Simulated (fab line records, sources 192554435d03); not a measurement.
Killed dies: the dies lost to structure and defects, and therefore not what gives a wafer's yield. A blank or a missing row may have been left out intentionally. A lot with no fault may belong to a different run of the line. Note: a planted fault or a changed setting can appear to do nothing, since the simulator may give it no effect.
fab line records	flow n5Finfet
record: lots: 10	wafers: 30	lastDay: 18
route steps=1938 shown BEOL_M10@1473 BEOL_M11@1539 PASSIVATION@1936
lots untouched by any fault: they come from a run of this same line in which no faults occurred
startH: start of the lot's first displayed wafer, in hours after the record's first day	waitH: hours elapsed since this lot's preceding step	" same as the row above	L1.1+2: a single row standing in for several wafers	- no value present, or no start provided	* or withheld: withheld	< > ~ a bound
route shown NAME@n: names a module that has steps shown in the file, with the first one's number in the route	usual: mean and standard deviation over wafers with no fault	same: alike in all rows	chamber/n: place in a boat	sites: readings site by site	_std_site: the standard deviation of these	_edge_site: inner sites' mean taken away from outer sites' mean	radiusMm: for every site, how far away it sits from the centre of the wafer	mask NAME#n: copy n	behind: the last tool/chamber to shape the wafer	hold: the reason the lot was held/the length of the hold in hours/how it ended	device: the n, p or np transistor that did not switch	end of line: the route-end tests of the same wafers	a step with no rows: only its recipe	killed: at the first sort, the dies lost to defects and structure; wafer yield is something else	map: a wafer's dies, marking killed ones x, the rest . and places with no die _
set.NAME: the run value of the setting; set.NAME@STEP: its run value at that earlier step	model.NAME: the simulator's own value behind a step, which no gauge read
a sample of lots followed through the steps of the route, with each step as a table and each wafer as a row
services: a tool's chamber out of use, with start hour (startH, from the record's first day; less than 0 if before it), hours out, and reason
== steps ==
step: N5_BEOL_M10_PECVD_70
recipe: material: SiO2	targetThkA: 200	tempC: 400	precursor: TEOS/O2	pressureTorr: 5.5	rfW: 450	teosFlowSccm: 53.8	gas: O2	flowSccm: 3000	timeS: 22.7
usual: heaterPowerW: 762/120	showerheadPlenumPTorr: 8.78/0.043	throttleValvePct: 21.9/1.3
lot.wafer	tool	chamber	startH	waitH	heaterPowerW	showerheadPlenumPTorr	throttleValvePct
L603.1	pecvd-02	0	232.52	0.0	620	8.80	22.3
L603.3	"	1	"	"	844	8.78	22.6
L603.6	"	0	"	"	622	8.81	22.3
L607.1	pecvd-04	1	244.66	0.0	872	8.70	21.4
L607.4	"	0	"	"	758	8.87	20.6
L607.6	"	1	"	"	887	8.72	21.8
L605.1	pecvd-04	2	247.07	0.0	723	8.76	20.5
L605.3	"	1	"	"	887	8.71	21.6
L605.6	"	0	"	"	863	8.87	20.5
L606.1	pecvd-04	2	249.17	0.0	743	8.75	20.5
L606.4	"	0	"	"	843	8.85	20.6
L606.5	"	1	"	"	824	8.69	21.4
L608.1	pecvd-04	0	255.05	0.0	840	8.85	20.7
L608.3	"	2	"	"	888	8.77	20.5
L608.5	"	1	"	"	992	8.72	21.6
L614.1	pecvd-03	1	292.38	0.0	696	8.79	24.7
L614.2	"	0	"	"	581	8.82	24.2
L614.3	"	2	"	"	850	8.78	22.6
L613.2	pecvd-02	0	300.38	0.0	766	8.80	22.3
L613.4	"	0	"	"	750	8.80	22.4
L613.6	"	2	"	"	491	8.79	20.9
L617.2	pecvd-02	0	317.24	0.0	675	8.84	22.4
L617.3	"	1	"	"	769	8.76	22.4
L617.5	"	0	"	"	680	8.80	22.2
L623.2	pecvd-04	1	353.51	0.0	855	8.69	21.7
L623.3	"	2	"	"	880	8.78	20.7
L623.4	"	0	"	"	782	8.83	20.5
L625.2	pecvd-04	0	360.89	0.0	904	8.87	20.6
L625.3	"	2	"	"	796	8.79	20.8
L625.4	"	2	"	"	802	8.76	20.9
step: N5_BEOL_M10_ALD_74
recipe: material: TaN	targetThkA: 20	tempC: 275	aldPrecursorFamily: PDMAT	aldCoReactant: NH3	pressureTorr: 3	carrierFlowSccm: 1500	pulseTimeS: 2	purgeTimeS: 3	coReactantPurgeTimeS: 2	coReactantPulseTimeS: 3	aldCycles: 40	precursorVesselTempC: 75	precursorVesselPressureTorr: 26.25	precursorVesselCarrierSccm: 1000
usual: heaterPowerW: 410/34
lot.wafer	tool	chamber	startH	waitH	heaterPowerW
L603.1	aldMetal-02	2	237.76	0.0	420
L603.3	"	1	"	"	407
L603.6	"	2	"	"	415
L607.1	aldMetal-04	2	248.21	0.0	448
L607.4	"	3	"	"	445
L607.6	"	1	"	"	452
L605.1	aldMetal-01	2	253.12	0.2	424
L605.3	"	3	"	"	347
L605.6	"	3	"	"	359
L606.1	aldMetal-01	2	255.53	0.1	441
L606.4	"	0	"	"	464
L606.5	"	1	"	"	384
L608.1	aldMetal-02	3	259.15	0.3	389
L608.3	"	1	"	"	404
L608.5	"	3	"	"	389
L614.1	aldMetal-04	0	299.27	0.1	441
L614.2	"	1	"	"	458
L614.3	"	0	"	"	448
L613.2	aldMetal-02	0	304.31	0.0	357
L613.4	"	2	"	"	419
L613.6	"	0	"	"	372
L617.2	aldMetal-02	3	326.24	0.0	389
L617.3	"	0	"	"	372
L617.5	"	3	"	"	383
L623.2	aldMetal-02	1	357.56	0.0	396
L623.3	"	3	"	"	394
L623.4	"	0	"	"	366
L625.2	aldMetal-04	0	367.62	0.1	457
L625.3	"	3	"	"	453
L625.4	"	1	"	"	440
step: N5_BEOL_M10_CMP_52
recipe: stopOn: SiCOH_lowk	tOverpolishS: 7	downForcePsi: 1	platenRpm: 50	clearingPlatenDownForcePsi: 1.5	clearingPlatenRpm: 50	postCmpClean: cuAlkaline	targetThkNm: 140	clearingPlatenPadVelocityMS: 0.99484	padVelocityMS: 0.99484
usual: barrierFieldEndpointS: 29.0/0.75	clearingPlatenDownForcePsi: 1.5004/0.0026	motorCurrentA: 6.1/0.78
lot.wafer	tool	chamber	startH	waitH	barrierFieldEndpointS	clearingPlatenDownForcePsi	motorCurrentA
L603.3	cmp-03	2	238.83	0.2	30.2	1.4960	6.0
L603.1	"	3	"	"	29.1	1.4966	6.8
L603.6	"	0	"	"	29.7	1.5004	6.3
L607.1	cmp-02	3	251.12	0.3	28.8	1.4999	6.8
L607.4	"	1	"	"	28.1	1.4955	5.4
L607.6	"	3	"	"	28.2	1.4997	6.7
L605.1	cmp-02	2	254.87	0.3	29.0	1.5006	7.8
L605.3	"	3	"	"	28.8	1.5020	7.1
L605.6	"	3	"	"	29.3	1.5004	6.3
L606.1	cmp-03	2	257.21	0.3	40.7	1.5066	5.9
L606.4	"	1	"	"	30.7	1.4967	6.3
L606.5	"	2	"	"	30.1	1.5042	5.9
L608.1	cmp-03	2	261.34	0.3	30.3	1.4973	6.0
L608.3	"	3	"	"	38.8	1.4981	6.3
L608.5	"	2	"	"	29.1	1.4972	5.5
L614.1	cmp-01	1	300.70	0.3	27.7	1.5011	5.5
L614.3	"	2	"	"	27.9	1.4989	5.3
L614.2	"	3	"	"	28.0	1.5017	5.7
L613.4	cmp-02	3	306.21	0.2	28.8	1.5001	6.6
L613.2	"	1	"	"	28.3	1.4997	5.2
L613.6	"	3	"	"	28.9	1.4979	6.8
L617.2	cmp-03	2	327.81	0.3	29.2	1.5030	5.9
L617.3	"	3	"	"	28.8	1.4978	6.7
L617.5	"	1	"	"	29.7	1.4965	6.5
L623.3	cmp-01	1	360.90	0.4	28.6	1.5009	5.3
L623.2	"	2	"	"	29.2	1.5017	5.2
L623.4	"	0	"	"	30.1	1.5040	6.6
L625.2	cmp-02	2	368.98	0.2	29.7	1.4989	7.8
L625.4	"	3	"	"	30.0	1.4983	6.7
L625.3	"	0	"	"	28.7	1.5008	4.6
step: N5_BEOL_M10_DEP_56
recipe: material: SiCN	targetThkA: 150	tempC: withheld	precursor: 3MS/NH3	pressureTorr: 3	rfW: 202	timeS: 26.5
usual: showerheadPlenumPTorr: 3.666/0.0094	throttleValvePct: 8.9/0.55
same: timeS: 26.5
lot.wafer	tool	chamber	startH	waitH	showerheadPlenumPTorr	throttleValvePct
L603.1	pecvd-04	2	239.11	0.0	3.658	8.2
L603.3	"	1	"	"	3.645	8.9
L603.6	"	0	"	"	3.680	8.6
L607.1	pecvd-02	2	251.48	0.0	3.673	8.2
L607.4	"	0	"	"	3.678	9.1
L607.6	"	1	"	"	3.657	9.1
L605.1	pecvd-04	2	255.23	0.0	3.660	8.3
L605.3	"	1	"	"	3.658	8.7
L605.6	"	2	"	"	3.666	8.5
L606.1	pecvd-02	2	257.56	0.0	3.668	8.4
L606.4	"	2	"	"	3.672	8.4
L606.5	"	0	"	"	3.675	8.9
L608.1	pecvd-03	2	261.70	0.0	3.666	9.2
L608.3	"	1	"	"	3.663	10.0
L608.5	"	0	"	"	3.671	9.5
L614.1	pecvd-04	2	301.02	0.0	3.665	8.5
L614.2	"	0	"	"	3.679	8.4
L614.3	"	1	"	"	3.655	8.8
L613.2	pecvd-04	2	306.54	0.0	3.664	8.4
L613.4	"	0	"	"	3.685	8.2
L613.6	"	2	"	"	3.668	8.3
L617.2	pecvd-04	2	328.09	0.0	3.665	8.6
L617.3	"	1	"	"	3.645	9.0
L617.5	"	2	"	"	3.661	8.5
L623.2	pecvd-04	0	361.25	0.0	3.676	8.3
L623.3	"	1	"	"	3.649	8.9
L623.4	"	1	"	"	3.653	8.3
L625.2	pecvd-02	0	369.30	0.0	3.668	9.2
L625.3	"	1	"	"	3.659	8.8
L625.4	"	2	"	"	3.674	8.5
step: N5_BEOL_M11_PECVD_70
recipe: material: SiO2	targetThkA: 200	tempC: 400	precursor: TEOS/O2	pressureTorr: 5.5	rfW: 450	teosFlowSccm: 53.8	gas: O2	flowSccm: 3000	timeS: 22.7
usual: heaterPowerW: 691/110	showerheadPlenumPTorr: 8.795/0.019	throttleValvePct: 22.6/1.4
same: timeS: 22.7
lot.wafer	tool	chamber	startH	waitH	heaterPowerW	showerheadPlenumPTorr	throttleValvePct
L603.1	pecvd-03	2	240.00	0.2	841	8.789	22.5
L603.3	"	0	"	"	553	8.820	24.1
L603.6	"	2	"	"	835	8.775	22.4
L607.1	pecvd-01	2	252.72	0.0	653	8.806	19.7
L607.4	"	1	"	"	558	8.768	23.1
L607.6	"	0	"	"	740	8.817	23.9
L605.1	pecvd-01	1	256.03	0.0	627	8.774	23.2
L605.3	"	2	"	"	730	8.809	20.3
L605.6	"	0	"	"	767	8.803	24.0
L606.1	pecvd-03	1	258.33	0.0	669	8.814	24.8
L606.4	"	2	"	"	807	8.798	22.4
L606.5	"	1	"	"	692	8.793	24.6
L608.1	pecvd-02	2	262.47	0.0	557	8.783	20.4
L608.3	"	1	"	"	831	8.754	22.4
L608.5	"	2	"	"	553	8.781	20.3
L614.1	pecvd-01	1	302.27	0.0	601	8.764	23.2
L614.2	"	0	"	"	715	8.815	23.8
L614.3	"	2	"	"	767	8.800	20.0
L613.2	pecvd-01	2	308.12	0.0	755	8.818	20.1
L613.4	"	0	"	"	699	8.787	23.9
L613.6	"	2	"	"	749	8.829	20.0
L617.2	pecvd-01	1	328.86	0.0	594	8.808	23.1
L617.3	"	2	"	"	665	8.818	19.9
L617.5	"	0	"	"	735	8.802	24.1
L623.2	pecvd-02	2	362.02	0.0	533	8.787	20.7
L623.3	"	0	"	"	652	8.799	22.2
L623.4	"	1	"	"	852	8.785	22.8
L625.2	pecvd-02	0	370.07	0.0	751	8.823	22.5
L625.3	"	2	"	"	581	8.810	20.9
L625.4	"	1	"	"	785	8.774	22.6
step: N5_PASSIVATION_PROBE_49
usual: defectLimitedYield: 91.7/1.5	killed_at_M0_to_M3: 30/8.6	killed_at_M4_up: 12/4.5	killedAtContacts: 13/5.8	killedAtFrontEnd: 38/11	killedAtOther: 4/3	killedDies: 97/17	killedOpen: 63/12	killedShort: 32/8.8	sort_bin_5_function: 4.8/0.91	sort_bin_6_memory: 3.1/0.68	sortNPass: 1083/17	sortYieldPct: 91.7/1.5
same: grossDies: 1180	killedAtBackSide: 0	sort_bin_4_leakage[%]: 0	sort_bin_8_speed[%]: 0
lot.wafer	tool	chamber	startH	waitH	defectLimitedYield[%]	killed_at_M0_to_M3	killed_at_M4_up	killedAtContacts	killedAtFrontEnd	killedAtOther	killedDies	killedOpen	killedShort	sort_bin_5_function[%]	sort_bin_6_memory[%]	sortNPass	sortYieldPct[%]
L603.1	prober-02	-	292.78	0.0	92.7	33	8	21	20	4	86	57	29	4.2	2.8	1094	92.7
L603.3	prober-02	-	292.88	0.1	92.7	35	4	14	25	8	86	64	21	4.5	2.7	1094	92.7
L603.6	prober-02	-	293.03	0.3	91.8	41	12	18	17	9	97	63	32	4.1	3.7	1083	91.8
L623.2	prober-02	-	417.83	0.1	93.1	26	10	12	33	1	82	47	34	4.3	2.3	1098	93.1
L623.3	prober-02	-	417.88	0.1	90.8	31	11	20	44	3	109	69	38	5.3	3.7	1071	90.8
L623.4	prober-02	-	417.93	0.2	90.3	38	21	15	34	6	114	65	47	5.8	3.6	1066	90.3
killed by level:class
L603.1 MOL_CONTACT_COAG:geometricParticle:open=16 BEOL_M3:geometricParticle:open=9 FIN_SAQP:geometricParticle:short=7 BEOL_M1:geometricParticle:open=7 MOL_CONTACT_COAG:geometricParticle:short=5 BEOL_M0:geometricParticle:open=5 BEOL_M4:geometricParticle:open=4 STI_FIN_REVEAL:geometricParticle:open=3
L603.3 MOL_CONTACT_COAG:geometricParticle:open=13 FIN_SAQP:geometricParticle:open=9 BEOL_M0_SAQP:geometricParticle:open=9 BEOL_M3:geometricParticle:open=8 DUMMY_GATE:geometricParticle:open=5 BEOL_M0_SAQP:geometricParticle:short=5 BEOL_M0:geometricParticle:open=5 BEOL_M2:geometricParticle:open=5
L603.6 MOL_CONTACT_COAG:geometricParticle:open=15 BEOL_M2:geometricParticle:open=11 BEOL_M0_SAQP:geometricParticle:open=8 BEOL_M0_SAQP:geometricParticle:short=7 BEOL_M4:geometricParticle:open=5 BEOL_M2:geometricParticle:short=4 BEOL_M3:geometricParticle:open=4 PASS1_CAP:geometricParticle:short=4
L623.2 MOL_CONTACT_COAG:geometricParticle:open=9 BEOL_M0_SAQP:geometricParticle:short=9 STI_FIN_REVEAL:geometricParticle:open=7 FIN_SAQP:geometricParticle:open=6 FIN_SAQP:geometricParticle:short=5 GATE_CUT:geometricParticle:short=5 BEOL_M1:geometricParticle:open=5 BEOL_M2:geometricParticle:open=5
L623.3 MOL_CONTACT_COAG:geometricParticle:open=15 FIN_SAQP:geometricParticle:short=13 BEOL_M2:geometricParticle:open=10 STI_FIN_REVEAL:geometricParticle:open=6 BEOL_M1:geometricParticle:open=6 FIN_SAQP:geometricParticle:open=5 MOL_CONTACT_COAG:geometricParticle:short=5 STI_FIN_REVEAL:geometricParticle:short=4
L623.4 MOL_CONTACT_COAG:geometricParticle:open=10 BEOL_M2:geometricParticle:open=8 BEOL_M4:geometricParticle:open=8 FIN_SAQP:geometricParticle:open=7 GATE_CUT:geometricParticle:short=7 BEOL_M0_SAQP:geometricParticle:short=7 BEOL_M3:geometricParticle:short=7 BEOL_M1:geometricParticle:open=6
== services ==
tool	chamber	startH	hours	kind
cmp-02	-	214.46	3.9	repair
pecvd-03	-	228.69	2.8	pm
cmp-02	-	229.11	3.4	repair
pecvd-01	-	232.63	14.6	pm
cmp-02	-	233.99	3.5	repair
cmp-02	-	245.13	5.6	repair
aldMetal-02	-	248.30	8.7	pm
cmp-03	-	252.05	1.9	repair
aldMetal-04	-	255.66	28.1	pm
cmp-02	-	262.98	0.3	repair
cmp-02	-	275.49	1.8	repair
aldMetal-02	3	277.92	12.6	repair
pecvd-03	1	280.50	2.5	repair
aldMetal-02	1	286.05	3.5	repair
aldMetal-04	1	286.58	8.8	repair
aldMetal-04	2	295.31	13.8	repair
cmp-03	-	308.01	3.7	pm
cmp-03	-	314.98	1.8	repair
aldMetal-02	1	323.36	7.8	repair
aldMetal-02	-	337.25	14.0	pm
cmp-03	-	340.49	1.3	repair
cmp-02	-	341.26	5.8	pm
cmp-02	-	357.16	3.5	repair
cmp-02	-	363.14	3.4	repair
== key ==
firstSign: step: N5_BEOL_M10_CMP_52	reading: barrierFieldEndpointS	direction: up	sigmas: 14	usual: 29.0	struck: 39.8
effect none on later readings
metAt N5_BEOL_M10_PECVD_70
struckLots L606,L608
struckWafers L606.1,L608.3
notActingAt N5_BEOL_M10_ALD_74,N5_BEOL_M10_DEP_56,N5_BEOL_M11_PECVD_70
onsetBetween 247.07 249.17
fault: kind: processParameterDrift	tool: pecvd-04	chamber: 2	onsetH: 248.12	steps: N5_BEOL_M10_PECVD_70	channel: timeS	offset: *	shape: step	endH: 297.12	actsIn: *	stated: *
